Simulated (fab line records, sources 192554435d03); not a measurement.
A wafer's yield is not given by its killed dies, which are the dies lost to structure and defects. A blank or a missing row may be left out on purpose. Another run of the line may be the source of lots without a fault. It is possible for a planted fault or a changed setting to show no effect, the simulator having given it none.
Problem report in the 8D (eight disciplines) form, filled by code :: flow n5Finfet :: the parts of the form that need people (team, actions taken, sign-off) are left out

1. THE PROBLEM
N5_BEOL_M15_SPUTTER_43, cathodeDcPowerW: mean 14174 W over 1 wafer from 1 lot; wafers with no fault: 15000 W, standard deviation 2.8. So: -99 or more standard deviations from the usual mean.
The step: material TaN, target thk 15 nm, time 24.19 s.
Seen first at day 15 01:33 on pvdSputter-01, wafer L945.4. The record has a number at this step for 32 wafers belonging to 11 lots. Rule for "out", or "out of limits": more than 4 standard deviations from the usual mean. Any other wafer with a number is counted as sound.

2. WHAT IT IS, WHAT IT ISN'T
question: which readings at this step
is: cathodeDcPowerW
is not: throttleValvePct

question: which lots
is: L945
is not: L932, L933, L934, L935, L936, L947, L950, L952, L954, L955

question: which wafers of those lots
is: L945.4
is not: L945.3, L945.6

question: read on which tools
is: pvdSputter-01
is not: pvdSputter-02, pvdSputter-03

question: when
is: from day 15 01:33
is not: up to then (17 sound wafers); but 14 sound wafers of L947, L950, L952, L954, L955 came after

3. SUSPECTS, AND WHAT RULES EACH OUT
Counting: if a tool at a process step up to the reading ran every lot that is out, it stays a suspect. Sound lots after the first of them don't rule it out here, since some wafers of a struck lot are sound.
- pvdSputter-01 at N5_BEOL_M15_SPUTTER_43 (material TaN, target thk 15 nm, time 24.19 s): kept. The lot that is out, L945, ran on it at day 15 01:33; the last sound lot it ran before that was L936, at day 12 06:37. Out on those wafers are its own readings of cathodeDcPowerW.
The count leaves pvdSputter-01 at N5_BEOL_M15_SPUTTER_43.

4. THE CAUSE (what the simulator had put in)
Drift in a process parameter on pvdSputter-01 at N5_BEOL_M15_SPUTTER_43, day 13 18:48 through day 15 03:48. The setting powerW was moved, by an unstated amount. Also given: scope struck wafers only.
Only this tool survived the counting.

5. THE EFFECT CHAIN, in route order
Each row: a reading where the mean over the struck wafers with a number is more than 3 standard deviations away from the usual. Readings are gone through only where the record gives a usual standard deviation; hours: the median, over the lots, of the time from a lot's start at the first step in this table giving one to that lot's start at this step; sigmas: the change measured in usual standard deviations.
hours: 0
step: N5_BEOL_M15_SPUTTER_43
reading: cathodeDcPowerW
usual: 15000 W
on struck wafers: 14174
change: -826
sigmas: -99 or more
It contains these process steps:
- N5_BEOL_M15_SPUTTER_43: material TaN, target thk 15 nm, time 24.19 s.
Later steps that measure or inspect, where all struck wafers having a row at the step show a number for every such reading and not one has moved that far: N5_BEOL_M15_INSPECT_55.

6. HOW IT WOULD HAVE BEEN CAUGHT EARLIER
In this record the first reading out of limits was taken at day 15 01:33, 31 hours after the fault began at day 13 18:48.
